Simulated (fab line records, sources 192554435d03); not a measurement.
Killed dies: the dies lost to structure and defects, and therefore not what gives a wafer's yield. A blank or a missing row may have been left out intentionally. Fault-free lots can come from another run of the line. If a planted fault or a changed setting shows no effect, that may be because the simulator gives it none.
Matching of chambers ; flow n5 finfet ; 4 sister chambers for N5_BEOL_M5_DESCUM_33 on rie diel-02
The step chemistry O2, time 7 s. 22 wafers are shown with their chamber, then 11 later ones without.

## WAFERS PAIRED WITH THEIR CHAMBERS
wafer;chamber;drypump motor current A (A);throttle valve pct (%);showerhead plenum p Torr (Torr)
L074.1;2;6.6;19.8;2.12
L074.2;0;5.1;20.8;2.07
L074.3;3;6.6;20.3;2.22
L074.4;1;5.4;19.9;2.10
L074.5;1;5.4;19.9;2.10
L074.6;2;6.6;19.7;2.12
L076.2;0;5.2;20.8;2.07
L076.3;3;6.6;20.3;2.22
L076.6;2;6.6;19.8;2.12
L077.1;2;6.6;19.8;2.12
L077.2;3;6.6;20.3;2.22
L077.4;1;5.4;20.0;2.10
L081.1;0;5.1;20.8;2.06
L081.3;1;5.4;19.9;2.10
L081.6;2;6.6;19.8;2.12
L083.3;3;6.6;20.3;2.21
L083.4;0;5.1;20.8;2.06
L083.5;3;6.6;20.3;2.21
L082.2;2;6.6;19.8;2.11
L082.3;0;5.1;20.8;2.06
L082.6;0;5.1;20.8;2.06
L088.1;3;6.5;20.3;2.21

SIGNATURES, as means of the wafers listed above
reading;chamber 0;chamber 1;chamber 2;chamber 3;scatter within a chamber
drypump motor current A;5.117;5.400;6.600;6.583;0.0304
throttle valve pct;20.800;19.925;19.783;20.300;0.0297
showerhead plenum p Torr;2.0633;2.1000;2.1183;2.2150;0.00451
Rule: for each reading, subtract the chamber's mean from the wafer's reading, divide by that reading's scatter and square the result; add these up over the readings and take the root, which gives the wafer's distance from the chamber. If the next closest chamber is less than 2 further off than the closest, the wafer can't be placed; otherwise it belongs to the closest. The scatter: the root of (the sum of the squares of (reading less its chamber's mean) over the shown wafers, divided by (wafers less chambers)).

## WAFERS WHOSE CHAMBER IS MISSING
wafer;drypump motor current A (A);throttle valve pct (%);showerhead plenum p Torr (Torr)
L088.5;6.6;19.8;2.11
L088.6;5.4;20.0;2.09
L091.4;6.6;19.8;2.11
L091.5;5.1;20.8;2.06
L091.6;6.5;20.3;2.21
L096.1;5.1;20.8;2.05
L096.4;5.4;20.0;2.08
L096.5;5.1;20.9;2.05
L097.1;5.4;20.0;2.08
L097.4;6.6;19.8;2.10
L097.6;5.1;20.9;2.05

## WHICH CHAMBER EACH WENT THROUGH
wafer;from the rows above;in truth
L088.5;2;2
L088.6;1;1
L091.4;2;2
L091.5;0;0
L091.6;3;3
L096.1;0;0
L096.4;1;1
L096.5;0;0
L097.1;1;1
L097.4;2;2
L097.6;0;0
Correct placement for 11 of the 11. Not placeable from these rows: 0. Number placed wrongly: 0.
